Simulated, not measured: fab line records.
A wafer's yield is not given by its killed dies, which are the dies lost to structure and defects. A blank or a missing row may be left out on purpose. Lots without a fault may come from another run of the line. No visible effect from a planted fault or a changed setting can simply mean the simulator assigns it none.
Chamber matching    flow nand-harc    4 sister chambers for NHARC_A_STAIRCASE_DESCUM_168 on rie-diel-09
The step chemistry O2, time 3 s. 8 wafers are shown with their chamber, then 8 later ones without.

## EACH WAFER AND ITS CHAMBER
wafer   chamber  drypump-motor-current-A (A)  showerhead-plenum-p-Torr (Torr)
L977.5  1        6.2                          1.89
L980.3  3        4.7                          1.92
L981.2  1        6.2                          1.89
L981.3  0        6.2                          2.03
L981.5  2        5.0                          1.77
L988.2  0        6.1                          2.02
L988.4  2        5.0                          1.76
L988.5  3        4.7                          1.91

## WAFERS MISSING THEIR CHAMBER
wafer   drypump-motor-current-A (A)  showerhead-plenum-p-Torr (Torr)
L989.1  4.7                          1.91
L989.3  6.2                          1.88
L992.1  4.7                          1.91
L992.2  6.2                          1.88
L992.4  6.1                          2.02
L996.4  6.1                          2.01
L996.5  4.7                          1.90
L996.6  5.0                          2.07

## WHICH CHAMBER EACH WENT THROUGH
wafer    from the rows above   in truth
L989.1   3                     3
L989.3   1                     1
L992.1   3                     3
L992.2   1                     1
L992.4   0                     0
L996.4   0                     0
L996.5   3                     3
L996.6   3                     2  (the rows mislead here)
Placed correctly: 7 of 8. Not placeable from these rows: 0. 1 placed wrongly.
How it was worked out, from the rows above alone: a wafer's distance from a chamber is the root of the sum, over the readings, of the square of ((its reading less the chamber's mean) divided by the reading's scatter). The wafer belongs to the nearest chamber; if the next one is less than 2 further off, it can't be placed. For every chamber, the mean is computed from those of its wafers that are shown. The scatter is the square root of a quotient: the sum, over the shown wafers, of each reading's squared deviation from its chamber's mean, divided by wafers minus chambers.
